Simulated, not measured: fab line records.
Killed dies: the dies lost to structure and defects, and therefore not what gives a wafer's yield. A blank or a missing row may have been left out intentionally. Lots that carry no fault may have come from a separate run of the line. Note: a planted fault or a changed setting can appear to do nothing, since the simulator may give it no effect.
Which tool was responsible? | flow nand_harc | Sampling: 14 lots, 42 wafers, 5 of 1302 route steps

== WHAT THE GAUGES READ, wafer by wafer ==
NHARC_A_DECK1_JOINT_THK_MEAS_17: measures by ellipsometry.
lot  | measured     | on            | thk_nm (nm)
L480 | day 13 07:31 | film_metro-01 | 44.1 46.8 47.9
L481 | day 13 07:31 | film_metro-02 | 45.0 44.0 45.5
L482 | day 14 00:58 | film_metro-01 | 46.4 45.7 44.3
L484 | day 14 10:08 | film_metro-01 | 44.6 45.7 44.5
L488 | day 16 11:37 | film_metro-02 | 45.8 45.0 46.2
L491 | day 17 03:29 | film_metro-01 | 43.3 45.0 45.0
L493 | day 18 09:15 | film_metro-02 | 43.6 45.3 45.0
L495 | day 19 08:46 | film_metro-02 | 44.3 45.0 44.6
L497 | day 20 04:38 | film_metro-02 | 46.6 45.6 42.9
L498 | day 20 12:29 | film_metro-02 | 45.1 47.0 45.7
L499 | day 20 20:43 | film_metro-02 | 44.8 45.4 46.6
L500 | day 21 06:13 | film_metro-01 | 45.1 45.5 46.6
L501 | day 21 15:05 | film_metro-01 | 44.3 44.8 44.6
L502 | day 22 00:20 | film_metro-02 | 45.2 46.1 44.4

NHARC_A_ONON_D2_THK_MEAS_14: measures by ellipsometry.
lot  | measured     | on            | thk_nm (nm)
L480 | day 13 10:24 | film_metro-02 | 1010 1008 1011
L481 | day 13 10:25 | film_metro-01 | 995 993 994
L482 | day 14 03:51 | film_metro-01 | 998 1000 998
L484 | day 14 13:01 | film_metro-02 | 988 988 985
L488 | day 16 14:31 | film_metro-01 | 1023 1022 1023
L491 | day 17 06:23 | film_metro-02 | 990 990 989
L493 | day 18 12:08 | film_metro-02 | 993 995 994
L495 | day 19 11:38 | film_metro-01 | 1017 1018 1018
L497 | day 20 07:31 | film_metro-02 | 1004 1004 1004
L498 | day 20 15:22 | film_metro-01 | 990 989 989
L499 | day 20 23:35 | film_metro-02 | 1007 1009 1007
L500 | day 21 09:05 | film_metro-01 | 1009 1010 1010
L501 | day 21 17:57 | film_metro-02 | 1017 1017 1017
L502 | day 22 03:13 | film_metro-02 | 1001 1004 1002

NHARC_A_ONON_D2_THK_MEAS_18: measures by ellipsometry.
lot  | measured     | on            | thk_nm (nm)
L480 | day 13 18:04 | film_metro-02 | 1004 1003 1005
L481 | day 13 18:04 | film_metro-01 | 995 996 998
L482 | day 14 12:41 | film_metro-01 | 993 992 993
L484 | day 14 22:39 | film_metro-01 | 1010 1011 1011
L488 | day 16 22:30 | film_metro-01 | 695 694 694
L491 | day 17 13:41 | film_metro-02 | 708 708 708
L493 | day 18 20:16 | film_metro-01 | 998 1000 1000
L495 | day 19 20:38 | film_metro-01 | 1005 1001 1002
L497 | day 20 14:56 | film_metro-01 | 1005 1004 1006
L498 | day 20 23:21 | film_metro-01 | 998 997 999
L499 | day 21 06:55 | film_metro-01 | 1000 997 999
L500 | day 21 20:22 | film_metro-02 | 1013 1010 1011
L501 | day 22 01:43 | film_metro-02 | 993 992 993
L502 | day 22 10:33 | film_metro-02 | 995 996 997

NHARC_END_SORT_01.
lot  | measured     | on        | killed_at_array | killed_at_other | killed_at_periphery | killed_dies | killed_open | killed_short
L488 | day 29 21:17 | prober-01 | 673 669 675     | 1 6 1           | 3 2 1               | 677 677 677 | 3 4 3       | 3 0 5
L491 | day 29 12:43 | prober-01 | 669 669 674     | 0 2 1           | 8 6 2               | 677 677 677 | 4 4 2       | 1 1 3

== WHICH TOOL RAN EACH LOT (tool, then ch and the chambers of the sampled wafers, then the start) ==
lot  | NHARC_A_ONON_D2_DEP_16
L480 | pecvd_onon-01 ch 0, day 13 17:34
L481 | pecvd_onon-04 ch 0, day 13 17:37
L482 | pecvd_onon-04 ch 0, day 14 12:10
L484 | pecvd_onon-01 ch 0, day 14 22:12
L488 | pecvd_onon-01 ch 0, day 16 22:03
L491 | pecvd_onon-01 ch 0, day 17 13:10
L493 | pecvd_onon-02 ch 0, day 18 19:49
L495 | pecvd_onon-02 ch 0, day 19 20:08
L497 | pecvd_onon-02 ch 0, day 20 14:36
L498 | pecvd_onon-02 ch 0, day 20 22:54
L499 | pecvd_onon-04 ch 0, day 21 06:24
L500 | pecvd_onon-02 ch 0, day 21 19:52
L501 | pecvd_onon-02 ch 0, day 22 01:12
L502 | pecvd_onon-04 ch 0, day 22 10:06
- NHARC_A_ONON_D2_DEP_16: target thk 1000 nm.

== AS READ BY THE TOOLS THEMSELVES (means over the sampled wafers that have a number; for cases with no such wafer, the mark the record gives instead) ==
The record holds no such reading with a usual standard deviation.

== THE ANSWER, worked out from the rows above alone ==
Rule: the usual values come from the lots themselves. Put in order of their means at a reading, lots are off if they are a third of the lots or fewer, leave a main group of 4 or more, and stand apart from it by a gap of 3 or more times the standard deviation of the main group's means; of several such gaps the widest counts. If all means in a main group match to the digits the tables above print for the reading, that group is not used. A lot without any number at a reading at which 4 lots or more have one is off too. All remaining lots with rows at the step are treated as sound. Order of review: gauges by route order, followed by the tools' own readings, for which a lot's mean as printed above is used. The first step at which some lot is off is used, and at that step the reading that is off furthest; a lot without a number counts as furthest.
Off at NHARC_A_ONON_D2_THK_MEAS_18 (thk_nm): L488, L491. For the main group the mean is 1001 nm and the standard deviation 6.
If a tool, at a process step before that reading, ran all the lots that are off and no sound lot after the first of them, it fits. The gauges at NHARC_A_ONON_D2_THK_MEAS_18 are tried like those tools. One fits: pecvd_onon-01 at NHARC_A_ONON_D2_DEP_16. Its last sound lot is L484 (day 14 22:12), its first lot that is off L488 (day 16 22:03): a fault that began between those two fits.

== WHAT THE SIMULATOR HAD INSERTED ==
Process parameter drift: pecvd_onon-01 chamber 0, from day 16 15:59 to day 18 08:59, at NHARC_A_ONON_D2_DEP_16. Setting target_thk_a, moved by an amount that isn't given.
Struck lots among those shown: L488, L491. The rule above reached the same finding.
